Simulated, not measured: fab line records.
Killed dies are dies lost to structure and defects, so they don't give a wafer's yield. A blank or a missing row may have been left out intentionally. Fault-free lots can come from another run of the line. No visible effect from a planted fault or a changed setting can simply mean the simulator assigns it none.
Chamber matching / flow n5-finfet / pecvd-04 running N5_FIN_SAQP_PECVD_47: 3 sister chambers
The step deposits a-Si from SiH4/He, target thk 45 nm, time 36.3 s. 6 wafers are shown with their chamber, then 12 later ones without.

== WAFERS PAIRED WITH THEIR CHAMBERS ==
wafer=L080.6; chamber=1; throttle-valve-pct (%)=16.5; showerhead-plenum-p-Torr (Torr)=5.68
wafer=L084.3; chamber=1; throttle-valve-pct (%)=16.9; showerhead-plenum-p-Torr (Torr)=5.68
wafer=L084.4; chamber=0; throttle-valve-pct (%)=20.7; showerhead-plenum-p-Torr (Torr)=5.62
wafer=L085.1; chamber=2; throttle-valve-pct (%)=16.8; showerhead-plenum-p-Torr (Torr)=5.63
wafer=L085.2; chamber=0; throttle-valve-pct (%)=20.7; showerhead-plenum-p-Torr (Torr)=5.60
wafer=L085.5; chamber=2; throttle-valve-pct (%)=16.8; showerhead-plenum-p-Torr (Torr)=5.65

== WAFERS WHOSE CHAMBER IS MISSING ==
wafer=L087.1; throttle-valve-pct (%)=16.9; showerhead-plenum-p-Torr (Torr)=5.70
wafer=L087.4; throttle-valve-pct (%)=20.7; showerhead-plenum-p-Torr (Torr)=5.63
wafer=L087.5; throttle-valve-pct (%)=16.8; showerhead-plenum-p-Torr (Torr)=5.67
wafer=L091.1; throttle-valve-pct (%)=17.0; showerhead-plenum-p-Torr (Torr)=5.68
wafer=L091.5; throttle-valve-pct (%)=16.8; showerhead-plenum-p-Torr (Torr)=5.68
wafer=L091.6; throttle-valve-pct (%)=20.8; showerhead-plenum-p-Torr (Torr)=5.62
wafer=L092.1; throttle-valve-pct (%)=17.0; showerhead-plenum-p-Torr (Torr)=5.64
wafer=L092.3; throttle-valve-pct (%)=17.1; showerhead-plenum-p-Torr (Torr)=5.68
wafer=L092.4; throttle-valve-pct (%)=20.9; showerhead-plenum-p-Torr (Torr)=5.62
wafer=L097.1; throttle-valve-pct (%)=17.1; showerhead-plenum-p-Torr (Torr)=5.64
wafer=L097.5; throttle-valve-pct (%)=16.9; showerhead-plenum-p-Torr (Torr)=5.65
wafer=L097.6; throttle-valve-pct (%)=20.9; showerhead-plenum-p-Torr (Torr)=5.62

== WHICH CHAMBER EACH WENT THROUGH ==
wafer=L087.1; from the rows above=1; in truth=1
wafer=L087.4; from the rows above=0; in truth=0
wafer=L087.5; from the rows above=can't be placed: 1 or 2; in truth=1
wafer=L091.1; from the rows above=can't be placed: 1 or 2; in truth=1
wafer=L091.5; from the rows above=1; in truth=1
wafer=L091.6; from the rows above=0; in truth=0
wafer=L092.1; from the rows above=2; in truth=2
wafer=L092.3; from the rows above=can't be placed: 1 or 2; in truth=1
wafer=L092.4; from the rows above=0; in truth=0
wafer=L097.1; from the rows above=2; in truth=2
wafer=L097.5; from the rows above=can't be placed: 2 or 1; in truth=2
wafer=L097.6; from the rows above=0; in truth=0
Correctly placed: 8 of 12. Cannot be placed on the basis of these rows: 4; the candidates contain the true chamber in 4. 0 placed wrongly.
How it was worked out, from the rows above alone: a wafer's distance from a chamber is the root of the sum, over the readings, of the square of ((its reading less the chamber's mean) divided by the reading's scatter). The wafer belongs to the nearest chamber; if the next one is less than 2 further off, it can't be placed. The mean given for a chamber averages the wafers shown for that chamber. How the scatter is found: for the shown wafers, subtract from each reading the mean of its chamber, square and add these, divide the total by (wafers less chambers), then take the root.
